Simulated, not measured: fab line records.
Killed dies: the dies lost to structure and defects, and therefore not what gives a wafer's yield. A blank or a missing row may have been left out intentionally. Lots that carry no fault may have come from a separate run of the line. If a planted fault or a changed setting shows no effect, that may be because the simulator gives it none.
Lot-split experiment    flow n5Finfet    on a route of 1938 steps: 7 lots, 21 wafers read

== THE SPLIT ITSELF ==
At N5_BEOL_M11_EXPOSE_25 (exposes mask V10), the setting doseMj was moved away from the recipe's 85.5 on 8 of the 21 wafers read, by -6.7% to +7.2%. The other wafers ran this setting at the recipe's value.

== FROM THE SPLIT TO THE READING: what the file shows between them, 2 steps ==
- N5_BEOL_M11_PEB_26: peb time 60 s
- N5_BEOL_M11_DEVELOP_27: develop time 30 s

== THE READING ==
cdNm (nm) at N5_BEOL_M11_CD_MEAS_28, where the cd target is 70 nm. A value of 70.3 nm with a standard deviation of 0.93 nm is what fault-free wafers of this fab line usually give.

wafer   tool, chamber at the split  doseMj as run  against the recipe  cdNm, nm  against lot-mates on the recipe
L076.3  arfiScanner-01, 0           85.5           recipe              69.9      -
L076.4  arfiScanner-01, 0           81.69          -4.5%               66.0      -4.7
L076.6  arfiScanner-01, 0           85.5           recipe              71.4      -
L090.1  arfiScanner-03, 0           88.33          +3.3%               73.0      no lot-mate on the recipe
L090.2  arfiScanner-03, 0           88.33          +3.3%               71.6      no lot-mate on the recipe
L090.3  arfiScanner-03, 0           88.33          +3.3%               73.7      no lot-mate on the recipe
L094.2  arfiScanner-01, 0           85.5           recipe              69.6      -
L094.3  arfiScanner-01, 0           85.5           recipe              69.4      -
L094.6  arfiScanner-01, 0           79.76          -6.7%               64.0      -5.5
L092.1  arfiScanner-02, 0           85.5           recipe              68.6      -
L092.5  arfiScanner-02, 0           85.5           recipe              68.1      -
L092.6  arfiScanner-02, 0           85.5           recipe              67.6      -
L091.1  arfiScanner-02, 0           85.5           recipe              70.0      -
L091.3  arfiScanner-02, 0           85.5           recipe              71.2      -
L091.6  arfiScanner-02, 0           91.64          +7.2%               76.7      +6.1
L095.4  arfiScanner-02, 0           85.5           recipe              70.7      -
L095.5  arfiScanner-02, 0           85.5           recipe              70.9      -
L095.6  arfiScanner-02, 0           85.5           recipe              69.7      -
L096.1  arfiScanner-02, 0           89.21          +4.3%               74.2      +2.8
L096.3  arfiScanner-02, 0           89.21          +4.3%               74.2      +2.8
L096.4  arfiScanner-02, 0           85.5           recipe              71.4      -

FIT RESULTS
A straight line over all 21 wafers: cdNm changes by +0.915 nm for each +1% of doseMj; r = +0.94; the points scatter about the line by 1.1 nm.
The same after taking each lot's own level away (the mean of its wafers on the recipe; 18 wafers): +0.82 nm for each +1%; r = +0.98; scatter 0.56 nm.
That fit puts the effect of the largest move of doseMj on the reading at 5.9 nm.
Measured against the standard deviation above, the lots' own levels, which go from 68.10 to 71.40 nm, span 3.5 times it.
In other words, the slope is changed by the lot-to-lot level; the two fits disagree.
Check: for one of the wafers moved furthest among these (+7.2%), held out of the fit, the line's prediction against its lot-mates is +5.56 nm. Against them it came out at +6.1 nm.

== ADDITIONAL SPLITS CARRIED BY THESE WAFERS ==
Other splits were also applied to these wafers ahead of the reading. Each is held against what the fit with the lots' levels taken away leaves over:
other split on the same wafers    wafers away from the commonest value  r with cdNm (lot level and that fit taken away)
N5_BEOL_M10_TRENCH_ETCH_37 timeS  6                                     -0.27
N5_BEOL_M10_ALD_74 aldCycles      5                                     +0.12
N5_BEOL_M11_COAT_63 spinRpm       8                                     -0.56

== THE FILE'S OWN FIT ==
cdNm changes by +0.837 nm for each +1% of doseMj, r = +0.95.
